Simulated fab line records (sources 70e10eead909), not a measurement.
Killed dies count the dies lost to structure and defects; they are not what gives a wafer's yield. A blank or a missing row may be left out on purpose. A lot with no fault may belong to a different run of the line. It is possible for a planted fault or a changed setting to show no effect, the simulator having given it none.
Check of tool commonality | flow nandHarc | 1 lot, 3 wafers sampled

WHY THIS WAS OPENED
At NHARC_END_SORT_01 the reading killedAtPeriphery is flagged on 1 of 1 lot. Wafers without a fault read 4.1, standard deviation 3.
Rule: a lot is flagged when every wafer of it that has a number lies more than 4 standard deviations from that mean, or none has a number. The other lots count as sound.

lot  | measured     | on        | killedAtPeriphery, wafer by wafer | flag
L799 | day 29 17:09 | prober-02 | 648 656 645                       | FLAGGED
On average the flagged lots read 649.7, which is +645.6 against the usual, or +99 or more standard deviations.

WHICH TOOL RAN EACH LOT
The record holds 3 process steps before the reading, out of a route of 1302 steps. Each cell gives the tool, then ch followed by the chambers the sampled wafers passed through, then the start.
lot  | flag    | NHARC_P_GATE_HM_OPEN_105                   | NHARC_P_GATE_EXPOSE_43           | NHARC_P_GATE_STRIP_111
L799 | FLAGGED | rieDiel-12 ch 0,2, day 10 10:11 or earlier | krfScanner-01 ch 0, day 10 20:50 | plasmaAsher-01 ch 0,1, day 10 21:37
These steps, and what they do:
- NHARC_P_GATE_HM_OPEN_105: chemistry O2/COS, target depth 360 nm.
- NHARC_P_GATE_EXPOSE_43: exposes mask P NSD, target cd 720 nm.
- NHARC_P_GATE_STRIP_111: strips in N2/H2, time 250 s.
- NHARC_END_SORT_01

FLAGGED OVER TOTAL, TOOL BY TOOL (the gauges that took the reading come last)
step                     | tool           | lots run | flagged | share of the flagged lots | sound lots run after its first flagged lot
NHARC_P_GATE_HM_OPEN_105 | rieDiel-12     | 1        | 1       | all                       | 0
NHARC_P_GATE_EXPOSE_43   | krfScanner-01  | 1        | 1       | all                       | 0
NHARC_P_GATE_STRIP_111   | plasmaAsher-01 | 1        | 1       | all                       | 0
NHARC_END_SORT_01        | prober-02      | 1        | 1       | all                       | 0
Because NHARC_P_GATE_HM_OPEN_105 lacks a start for some lots, the hours and order of its lots are taken from NHARC_P_GATE_CD_MEAS_33.

THE TABLE: WHAT IT ALLOWS
4 rows of the table ran every flagged lot: rieDiel-12 at NHARC_P_GATE_HM_OPEN_105, krfScanner-01 at NHARC_P_GATE_EXPOSE_43, plasmaAsher-01 at NHARC_P_GATE_STRIP_111, prober-02 at NHARC_END_SORT_01.
- rieDiel-12 at NHARC_P_GATE_HM_OPEN_105: 1 of its 1 lot flagged. With no sound lot run before its first flagged lot in this sample, there is nothing to narrow down the start.
- krfScanner-01 at NHARC_P_GATE_EXPOSE_43: 1 of its 1 lot flagged. With no sound lot run before its first flagged lot in this sample, there is nothing to narrow down the start.
- plasmaAsher-01 at NHARC_P_GATE_STRIP_111: 1 of its 1 lot flagged. With no sound lot run before its first flagged lot in this sample, there is nothing to narrow down the start.
- prober-02 at NHARC_END_SORT_01: 1 of its 1 lot flagged. With no sound lot run before its first flagged lot in this sample, there is nothing to narrow down the start.
These 4 tools cannot be told apart by counting lots, since each of them fits a fault that started at some hour. More lots, or a look at what each step does to the wafer, might.

WHAT THE SIMULATOR HAD PUT IN
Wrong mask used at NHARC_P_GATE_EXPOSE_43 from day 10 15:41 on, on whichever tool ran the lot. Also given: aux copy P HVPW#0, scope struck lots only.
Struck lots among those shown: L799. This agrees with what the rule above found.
